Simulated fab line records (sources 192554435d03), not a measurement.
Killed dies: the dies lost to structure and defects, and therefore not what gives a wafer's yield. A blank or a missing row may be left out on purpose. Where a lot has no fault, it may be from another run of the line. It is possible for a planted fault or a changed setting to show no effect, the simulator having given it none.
The tool behind it: which one?	flow n5_finfet	21 lots, 63 wafers sampled, at 6 steps of a route of 1938

## WHAT THE GAUGES READ, wafer by wafer
The record lacks any reading of a measuring or inspecting step that a usual standard deviation could be used to judge.

## WHAT TOOL EACH LOT RAN ON (gives the tool, then ch and the chambers of the sampled wafers, and finally the start)
lot	N5_FIN_CUT_ETCH_30	N5_FIN_CUT_ETCH_21	N5_FIN_CUT_CUT_ETCH_15	N5_STI_FIN_REVEAL_ALD_14	N5_STI_FIN_REVEAL_CMP_04	N5_DUMMY_GATE_ETCH_29
L074	rie_diel-01 ch 0,2,3, day 2 02:32	rie_diel-01 ch 0,2,3, day 2 02:35	rie_si-03 ch 1,3, day 2 03:07	ald_sin-01 ch 0,2,3, day 2 03:29	cmp-03 ch 0,1, day 2 08:32	rie_diel-04 ch 0,1,2, day 2 21:01
L075	rie_diel-06 ch 0,1,2, day 2 08:46	rie_diel-06 ch 0,1,2, day 2 08:49	rie_si-02 ch 0,1, day 2 09:22	ald_sin-03 ch 0,2, day 2 09:45	cmp-04 ch 1,2,3, day 2 14:47	rie_diel-04 ch 0,1,3, day 3 03:31
L076	rie_diel-01 ch 0,2,3, day 2 16:50	rie_diel-01 ch 0,2,3, day 2 16:54	rie_si-03 ch 0,1,2, day 2 17:31	ald_sin-01 ch 0,1,3, day 2 17:52	cmp-04 ch 1,2,3, day 2 23:38	rie_diel-04 ch 0,1, day 3 11:59
L077	rie_diel-06 ch 1,2,3, day 2 21:45	rie_diel-06 ch 1,2,3, day 2 21:49	rie_si-03 ch 0,1, day 2 22:22	ald_sin-01 ch 0,2,3, day 2 22:54	cmp-03 ch 1,2,3, day 3 04:32	rie_diel-01 ch 0,3, day 3 17:26
L078	rie_diel-04 ch 1,2,3, day 3 04:31	rie_diel-04 ch 1,2,3, day 3 04:34	rie_si-03 ch 1,2,3, day 3 05:06	ald_sin-02 ch 0,2,3, day 3 05:34	cmp-03 ch 1,2,3, day 3 11:17	rie_diel-06 ch 2,3, day 4 00:11
L079	rie_diel-01 ch 0,1,3, day 3 10:53	rie_diel-01 ch 0,1,3, day 3 10:57	rie_si-02 ch 0,1,3, day 3 11:29	ald_sin-02 ch 0,1,3, day 3 11:55	cmp-01 ch 0,1,2, day 3 17:33	rie_diel-04 ch 0,1,2, day 4 06:05
L080	rie_diel-01 ch 2,3, day 3 15:25	rie_diel-01 ch 2,3, day 3 15:28	rie_si-03 ch 1,2,3, day 3 16:01	ald_sin-02 ch 1,2, day 3 16:23	cmp-01 ch 0,3, day 3 21:26	rie_diel-06 ch 2,3, day 4 09:52
L081	rie_diel-04 ch 0,2,3, day 3 20:47	rie_diel-04 ch 0,2,3, day 3 20:51	rie_si-03 ch 2,3, day 3 21:23	ald_sin-01 ch 0,1,3, day 3 21:49	cmp-03 ch 1,2, day 4 03:02	rie_diel-04 ch 0,1,3, day 4 15:53
L082	rie_diel-04 ch 1,2, day 4 02:32	rie_diel-04 ch 1,2, day 4 02:35	rie_si-03 ch 0,1,2, day 4 03:08	ald_sin-01 ch 0,2,3, day 4 03:30	cmp-01 ch 0,1,2, day 4 08:32	rie_diel-04 ch 0,1,3, day 4 21:28
L083	rie_diel-04 ch 0,1, day 4 08:00	rie_diel-04 ch 0,1, day 4 08:03	rie_si-02 ch 2,3, day 4 08:35	ald_sin-02 ch 1,2,3, day 4 09:07	cmp-01 ch 1,2,3, day 4 14:09	rie_diel-04 ch 0,1,2, day 5 04:25
L084	rie_diel-06 ch 2,3, day 4 14:40	rie_diel-06 ch 2,3, day 4 14:44	rie_si-01 ch 0,2, day 4 15:16	ald_sin-02 ch 0,1,3, day 4 15:43	cmp-04 ch 0,1,2, day 4 20:50	rie_diel-04 ch 0,1, day 5 09:28
L085	rie_diel-01 ch 0,1, day 5 01:38	rie_diel-01 ch 0,1, day 5 01:41	rie_si-02 ch 2,3, day 5 02:14	ald_sin-03 ch 0,2,3, day 5 04:25	cmp-04 ch 1,2, day 5 09:31	rie_diel-01 ch 0,1,3, day 5 22:02
L086	rie_diel-01 ch 1,2,3, day 5 04:24	rie_diel-01 ch 1,2,3, day 5 04:28	rie_si-02 ch 1,2,3, day 5 04:59	ald_sin-03 ch 0,2,3, day 5 05:37	cmp-04 ch 1,2,3, day 5 10:39	rie_diel-01 ch 0,2,3, day 6 03:17
L089	rie_diel-04 ch 1,2, day 5 23:32	rie_diel-04 ch 1,2, day 5 23:36	rie_si-02 ch 0,1,3, day 6 00:08	ald_sin-03 ch 1,2,3, day 6 00:46	cmp-01 ch 0,1,3, day 6 05:51	rie_diel-06 ch 0,1, day 6 18:28
L091	rie_diel-04 ch 1,2, day 6 08:56	rie_diel-04 ch 1,2, day 6 08:59	rie_si-02 ch 1,2,3, day 6 09:31	ald_sin-01 ch 0,1, day 6 10:11	cmp-01 ch 0,3, day 6 15:16	rie_diel-06 ch 0,1, day 7 07:15
L092	rie_diel-04 ch 2,3, day 6 14:53	rie_diel-04 ch 2,3, day 6 14:56	rie_si-01 ch 0,1,3, day 6 15:29	ald_sin-02 ch 0,1,3, day 6 15:53	cmp-03 ch 1,2,3, day 6 21:01	rie_diel-04 ch 1,2, day 7 09:35
L093	rie_diel-04 ch 0,3, day 6 21:52	rie_diel-04 ch 0,3, day 6 21:55	rie_si-01 ch 0,1, day 6 22:28	ald_sin-02 ch 0,1,2, day 6 22:49	cmp-03 ch 1,3, day 7 03:54	rie_diel-04 ch 2,3, day 7 18:43
L094	rie_diel-01 ch 0,1,2, day 7 03:37	rie_diel-01 ch 0,1,2, day 7 03:41	rie_si-03 ch 0,1,2, day 7 04:13	ald_sin-03 ch 1,2, day 7 04:58	cmp-01 ch 1,2, day 7 10:03	rie_diel-01 ch 0,1, day 7 22:47
L095	rie_diel-01 ch 0,1,2, day 7 09:24	rie_diel-01 ch 0,1,2, day 7 09:28	rie_si-01 ch 0,2,3, day 7 10:00	ald_sin-03 ch 0,1,3, day 7 10:23	cmp-03 ch 0,1, day 7 15:26	rie_diel-04 ch 0,1, day 8 03:40
L096	rie_diel-01 ch 0,2, day 7 15:34	rie_diel-01 ch 0,2, day 7 15:37	rie_si-01 ch 1,2,3, day 7 16:10	ald_sin-01 ch 0,1,3, day 7 16:32	cmp-03 ch 1,2,3, day 7 21:35	rie_diel-01 ch 1,2,3, day 8 10:10
L097	rie_diel-04 ch 0,1,2, day 7 20:42	rie_diel-04 ch 0,1,2, day 7 20:46	rie_si-02 ch 0,2, day 7 21:18	ald_sin-02 ch 1,2, day 7 21:40	cmp-01 ch 0,2,3, day 8 02:45	rie_diel-06 ch 0,2, day 8 16:58
- N5_FIN_CUT_ETCH_30: etches underlayer in N2/H2, target depth 13 nm, time 10.4 s.
- N5_FIN_CUT_ETCH_21: etches SOC in N2/H2, target depth 219 nm, overetch 43.8 nm, time 523.5 s.
- N5_FIN_CUT_CUT_ETCH_15: etches Si in HBr/Cl2/O2, target depth 100 nm, bt time 10 s, time 42.4 s.
- N5_STI_FIN_REVEAL_ALD_14: deposits Si3N4, target thk 3 nm.
- N5_STI_FIN_REVEAL_CMP_04: polishes, stops on Si3N4, t overpolish 4 s, target thk 131.83 nm.
- N5_DUMMY_GATE_ETCH_29: etches underlayer in N2/H2, target depth 13 nm.

## AS READ BY THE TOOLS THEMSELVES (means over the sampled wafers that have a number; for cases with no such wafer, the mark the record gives instead)
N5_FIN_CUT_ETCH_30. Usual: bias_w 150.0 W, standard deviation 0.45; drypump_motor_current_A 5.7 A, standard deviation 0.62; etch_rf_on_time_s 10.36 s, standard deviation 0.14; oes_product_au 0.69 a.u., standard deviation 0.068; rf_vpp_V 524.0 V, standard deviation 2.3; showerhead_plenum_p_Torr 2.55 Torr, standard deviation 0.085; throttle_valve_pct 17.85 %, standard deviation 0.18.
lot	tool	bias_w (W)	drypump_motor_current_A (A)	etch_rf_on_time_s (s)	oes_product_au (a.u.)	rf_vpp_V (V)	showerhead_plenum_p_Torr (Torr)	throttle_valve_pct (%)	flag
L074	rie_diel-01	150.0	5.2	10.31	0.70	523.7	2.52	17.72	
L075	rie_diel-06	150.5	5.9	10.29	0.62	524.5	2.59	18.04	
L076	rie_diel-01	149.7	5.2	10.32	0.69	523.0	2.52	17.72	
L077	rie_diel-06	150.3	5.5	10.50	0.64	524.0	2.53	18.08	
L078	rie_diel-04	149.8	6.0	10.37	0.65	524.6	2.58	17.95	
L079	rie_diel-01	149.5	5.8	10.44	0.71	524.8	2.57	17.70	
L080	rie_diel-01	149.9	5.2	10.30	0.63	523.4	2.49	17.78	
L081	rie_diel-04	150.4	5.8	10.54	0.62	522.8	2.49	17.99	
L082	rie_diel-04	149.6	6.0	10.28	0.69	525.8	2.60	17.92	
L083	rie_diel-04	149.8	5.7	10.41	0.65	524.1	2.58	17.90	
L084	rie_diel-06	150.3	5.6	10.56	0.62	522.2	2.49	18.23	
L085	rie_diel-01	150.0	6.3	10.30	0.74	525.2	2.59	17.70	
L086	rie_diel-01	149.9	5.7	10.36	0.67	523.4	2.51	17.78	
L089	rie_diel-04	150.0	6.1	10.39	0.68	523.6	2.52	18.00	
L091	rie_diel-04	150.0	6.1	10.40	0.66	523.2	2.52	18.00	
L092	rie_diel-04	150.0	6.0	10.49	0.75	524.4	2.54	17.76	
L093	rie_diel-04	150.0	5.7	10.29	0.81	526.0	2.63	17.60	
L094	rie_diel-01	149.8	5.7	10.27	0.70	523.4	2.54	17.76	
L095	rie_diel-01	149.9	5.7	10.31	0.70	523.6	2.54	17.77	
L096	rie_diel-01	150.2	5.3	10.42	0.70	523.2	2.54	17.75	
L097	rie_diel-04	149.8	5.8	10.34	0.71	525.5	2.61	17.86	

N5_FIN_CUT_ETCH_21. Usual: bias_w 60.98 W, standard deviation 0.18; drypump_motor_current_A 5.7 A, standard deviation 0.62; oes_product_au 0.74 a.u., standard deviation 0.072; rf_vpp_V 240.7 V, standard deviation 1.4; showerhead_plenum_p_Torr 2.55 Torr, standard deviation 0.085; throttle_valve_pct 17.80 %, standard deviation 0.18.
lot	tool	bias_w (W)	drypump_motor_current_A (A)	oes_product_au (a.u.)	rf_vpp_V (V)	showerhead_plenum_p_Torr (Torr)	throttle_valve_pct (%)	flag
L074	rie_diel-01	60.84	5.3	0.75	240.4	2.53	17.68	
L075	rie_diel-06	60.88	5.9	0.67	240.7	2.59	17.98	
L076	rie_diel-01	60.80	5.2	0.74	240.5	2.52	17.68	
L077	rie_diel-06	61.00	5.6	0.68	240.8	2.53	18.03	
L078	rie_diel-04	60.84	6.0	0.70	241.8	2.58	17.90	
L079	rie_diel-01	60.88	5.9	0.76	241.7	2.57	17.65	
L080	rie_diel-01	60.93	5.3	0.68	239.8	2.49	17.73	
L081	rie_diel-04	60.95	5.8	0.67	238.6	2.49	17.95	
L082	rie_diel-04	61.30	6.0	0.73	241.9	2.60	17.88	
L083	rie_diel-04	60.80	5.7	0.69	241.2	2.58	17.86	
L084	rie_diel-06	61.10	5.6	0.67	240.0	2.49	18.18	
L085	rie_diel-01	61.03	6.3	0.80	241.5	2.59	17.66	
L086	rie_diel-01	60.96	5.7	0.72	240.5	2.51	17.74	
L089	rie_diel-04	61.12	6.1	0.72	240.4	2.52	17.95	
L091	rie_diel-04	61.05	6.1	0.72	240.2	2.52	17.96	
L092	rie_diel-04	60.96	6.0	0.80	241.8	2.54	17.72	
L093	rie_diel-04	60.91	5.7	0.87	241.7	2.63	17.57	
L094	rie_diel-01	61.07	5.7	0.76	240.4	2.54	17.71	
L095	rie_diel-01	61.05	5.7	0.76	240.7	2.54	17.72	
L096	rie_diel-01	61.06	5.2	0.75	240.6	2.54	17.69	
L097	rie_diel-04	60.94	5.8	0.77	241.5	2.61	17.82	

N5_FIN_CUT_CUT_ETCH_15. Usual: drypump_motor_current_A 6.0 A, standard deviation 0.38; oes_product_au 0.996 a.u., standard deviation 0.01; throttle_valve_pct 37.11 %, standard deviation 0.25.
lot	tool	drypump_motor_current_A (A)	oes_product_au (a.u.)	throttle_valve_pct (%)	flag
L074	rie_si-03	5.7	0.987	36.80	
L075	rie_si-02	5.7	0.996	37.07	
L076	rie_si-03	6.0	0.992	36.97	
L077	rie_si-03	6.1	0.997	36.94	
L078	rie_si-03	5.8	0.980	36.90	
L079	rie_si-02	6.0	1.008	37.27	
L080	rie_si-03	5.9	0.983	36.89	
L081	rie_si-03	5.7	0.990	36.98	
L082	rie_si-03	6.1	0.995	36.96	
L083	rie_si-02	6.5	1.001	37.47	
L084	rie_si-01	6.2	1.002	37.13	
L085	rie_si-02	6.6	1.001	37.26	
L086	rie_si-02	6.2	0.997	37.24	
L089	rie_si-02	6.0	1.001	37.28	
L091	rie_si-02	6.2	0.997	37.26	
L092	rie_si-01	6.0	0.992	37.23	
L093	rie_si-01	5.9	0.987	37.23	
L094	rie_si-03	6.1	0.992	36.96	
L095	rie_si-01	6.2	1.001	37.25	
L096	rie_si-01	6.1	1.003	37.11	
L097	rie_si-02	6.2	1.004	37.12	

N5_STI_FIN_REVEAL_ALD_14. Usual: heater_power_w at 854 W, with a standard deviation of 81.
lot	tool	heater_power_w (W)	flag
L074	ald_sin-01	858	
L075	ald_sin-03	765	
L076	ald_sin-01	925	
L077	ald_sin-01	863	
L078	ald_sin-02	848	
L079	ald_sin-02	787	
L080	ald_sin-02	891	
L081	ald_sin-01	920	
L082	ald_sin-01	864	
L083	ald_sin-02	820	
L084	ald_sin-02	777	
L085	ald_sin-03	837	
L086	ald_sin-03	851	
L089	ald_sin-03	840	
L091	ald_sin-01	935	
L092	ald_sin-02	791	
L093	ald_sin-02	849	
L094	ald_sin-03	835	
L095	ald_sin-03	900	
L096	ald_sin-01	915	
L097	ald_sin-02	826	

N5_STI_FIN_REVEAL_CMP_04. Usual: motor_current_A 8.1 A, standard deviation 0.69; overpolish_run_s 3.999 s, standard deviation 0.0094; time_to_endpoint_s 105 s, standard deviation 5.1.
lot	tool	motor_current_A (A)	overpolish_run_s (s)	time_to_endpoint_s (s)	flag
L074	cmp-03	7.4	4.001	106	
L075	cmp-04	7.6	3.998	100	
L076	cmp-04	8.2	3.996	101	
L077	cmp-03	8.2	3.994	105	
L078	cmp-03	8.2	3.998	105	
L079	cmp-01	8.1	3.996	104	
L080	cmp-01	8.5	3.993	104	
L081	cmp-03	7.7	3.994	109	
L082	cmp-01	8.2	3.998	101	
L083	cmp-01	8.3	3.999	99	
L084	cmp-04	7.8	3.995	101	
L085	cmp-04	7.6	4.002	99	
L086	cmp-04	8.0	4.000	100	
L089	cmp-01	8.7	4.000	109	
L091	cmp-01	8.1	3.998	108	
L092	cmp-03	8.0	4.005	113	
L093	cmp-03	7.4	3.999	113	
L094	cmp-01	8.0	3.998	103	
L095	cmp-03	7.9	3.999	113	
L096	cmp-03	7.9	3.995	114	
L097	cmp-01	8.3	4.007	108	

N5_DUMMY_GATE_ETCH_29. Usual: bias_w 149.9 W, standard deviation 0.47; drypump_motor_current_A 5.7 A, standard deviation 0.54; oes_product_au 0.80 a.u., standard deviation 0.094; rf_vpp_V 523.8 V, standard deviation 2.7; showerhead_plenum_p_Torr 2.54 Torr, standard deviation 0.093; throttle_valve_pct 17.91 %, standard deviation 0.2.
lot	tool	bias_w (W)	drypump_motor_current_A (A)	oes_product_au (a.u.)	rf_vpp_V (V)	showerhead_plenum_p_Torr (Torr)	throttle_valve_pct (%)	flag
L074	rie_diel-04	150.2	5.8	0.77	523.3	2.52	17.97	
L075	rie_diel-04	150.2	5.7	0.73	524.5	2.56	17.97	
L076	rie_diel-04	149.4	5.6	0.74	523.2	2.50	17.98	
L077	rie_diel-01	150.1	5.4	0.76	524.1	2.53	17.76	
L078	rie_diel-06	150.0	5.6	0.73	522.3	2.49	18.24	
L079	rie_diel-04	150.0	5.9	0.77	523.1	2.51	17.98	
L080	rie_diel-06	149.5	6.1	0.71	524.4	2.55	18.29	
L081	rie_diel-04	150.0	5.7	0.82	524.5	2.56	17.86	
L082	rie_diel-04	149.7	5.7	0.83	524.1	2.56	17.86	
L083	rie_diel-04	150.0	5.8	0.77	522.9	2.51	18.02	
L084	rie_diel-04	150.1	5.6	0.72	521.9	2.49	18.00	
L085	rie_diel-01	149.8	5.9	0.81	524.0	2.56	17.78	
L086	rie_diel-01	149.7	5.3	0.78	522.5	2.51	17.80	
L089	rie_diel-06	149.9	5.9	0.88	524.8	2.58	17.74	
L091	rie_diel-06	149.9	5.8	0.87	525.6	2.58	17.76	
L092	rie_diel-04	150.0	6.0	0.77	525.2	2.59	18.00	
L093	rie_diel-04	149.8	6.1	0.82	523.3	2.50	17.96	
L094	rie_diel-01	150.0	5.9	0.83	525.3	2.58	17.76	
L095	rie_diel-04	149.5	5.5	0.89	527.4	2.69	17.73	
L096	rie_diel-01	149.6	5.6	0.85	523.1	2.50	17.72	
L097	rie_diel-06	149.5	6.3	0.93	526.0	2.60	17.76	

## THE ANSWER, worked out from the rows above alone
Rule: lot off if the mean of its wafers having a number is beyond 3 standard deviations from the usual mean. Also off: a lot with no number at a reading for which 4 or more lots have one. All remaining lots with rows at the step are treated as sound. First the gauges in route order, then the tools' own readings, where a lot's mean is used as printed above. The first step at which some lot is off is used, and at that step the reading that is off furthest; a lot without a number counts as furthest.
No lot is off on any of the readings shown, so nothing can be concluded from this.

## WHAT WAS PUT IN BY THE SIMULATOR
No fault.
